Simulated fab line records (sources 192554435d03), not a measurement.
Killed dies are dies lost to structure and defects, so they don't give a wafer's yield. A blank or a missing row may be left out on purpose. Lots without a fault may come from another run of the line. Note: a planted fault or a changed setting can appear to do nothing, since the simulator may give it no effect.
Matching of chambers | flow n5_finfet | N5_SD_EPI_N_ETCH_35 on rie_diel-06 has 4 sister chambers
The step etches SOC in N2/H2, overetch 108 nm, time 486 s. 18 wafers are shown with their chamber, then 9 later ones without.

== WAFERS WITH THEIR CHAMBER ==
wafer  | chamber | throttle_valve_pct (%) | showerhead_plenum_p_Torr (Torr) | oes_product_au (a.u.)
L074.3 | 3       | 23.92                  | 2.58                            | 0.80
L074.5 | 3       | 23.93                  | 2.58                            | 0.79
L074.6 | 2       | 23.68                  | 2.58                            | 0.74
L076.3 | 1       | 23.60                  | 2.63                            | 0.65
L076.4 | 3       | 23.92                  | 2.57                            | 0.77
L076.6 | 3       | 23.94                  | 2.57                            | 0.77
L079.1 | 2       | 23.69                  | 2.57                            | 0.73
L079.3 | 1       | 23.57                  | 2.63                            | 0.64
L079.5 | 3       | 23.93                  | 2.57                            | 0.77
L086.2 | 1       | 23.63                  | 2.62                            | 0.64
L086.3 | 3       | 23.96                  | 2.57                            | 0.75
L086.5 | 2       | 23.73                  | 2.57                            | 0.72
L087.3 | 3       | 23.95                  | 2.57                            | 0.76
L087.4 | 0       | 24.42                  | 2.52                            | 0.65
L087.5 | 2       | 23.72                  | 2.57                            | 0.72
L090.2 | 0       | 24.43                  | 2.52                            | 0.64
L090.5 | 0       | 24.43                  | 2.52                            | 0.64
L090.6 | 1       | 23.64                  | 2.62                            | 0.63

SIGNATURES (means of the wafers above)
reading                  | chamber 0 | chamber 1 | chamber 2 | chamber 3 | scatter within a chamber
throttle_valve_pct       | 24.4267   | 23.6100   | 23.7050   | 23.9357   | 0.0209
showerhead_plenum_p_Torr | 2.5200    | 2.6250    | 2.5725    | 2.5729    | 0.00476
oes_product_au           | 0.6433    | 0.6400    | 0.7275    | 0.7729    | 0.0128
Rule: distance of a wafer from a chamber = root of the sum over the readings of ((wafer's reading minus chamber's mean) / reading's scatter) squared. If the next closest chamber is less than 2 further off than the closest, the wafer can't be placed; otherwise it belongs to the closest. The scatter is the square root of a quotient: the sum, over the shown wafers, of each reading's squared deviation from its chamber's mean, divided by wafers minus chambers.

== WAFERS WITH NO CHAMBER GIVEN ==
wafer  | throttle_valve_pct (%) | showerhead_plenum_p_Torr (Torr) | oes_product_au (a.u.)
L093.2 | 23.97                  | 2.56                            | 0.74
L093.4 | 23.74                  | 2.56                            | 0.70
L093.5 | 23.74                  | 2.56                            | 0.70
L094.1 | 23.74                  | 2.56                            | 0.70
L094.2 | 23.64                  | 2.62                            | 0.63
L094.3 | 24.47                  | 2.51                            | 0.64
L095.2 | 23.76                  | 2.56                            | 0.70
L095.3 | 23.97                  | 2.56                            | 0.74
L095.5 | 23.98                  | 2.56                            | 0.73

== EACH ONE'S CHAMBER ==
wafer  | from the rows above | in truth
L093.2 | 3                   | 3
L093.4 | 2                   | 2
L093.5 | 2                   | 2
L094.1 | 2                   | 2
L094.2 | 1                   | 1
L094.3 | 0                   | 0
L095.2 | 2                   | 2
L095.3 | 3                   | 3
L095.5 | 3                   | 3
Placed correctly: 9 of 9. Can't be placed from these rows: 0. 0 placed wrongly.
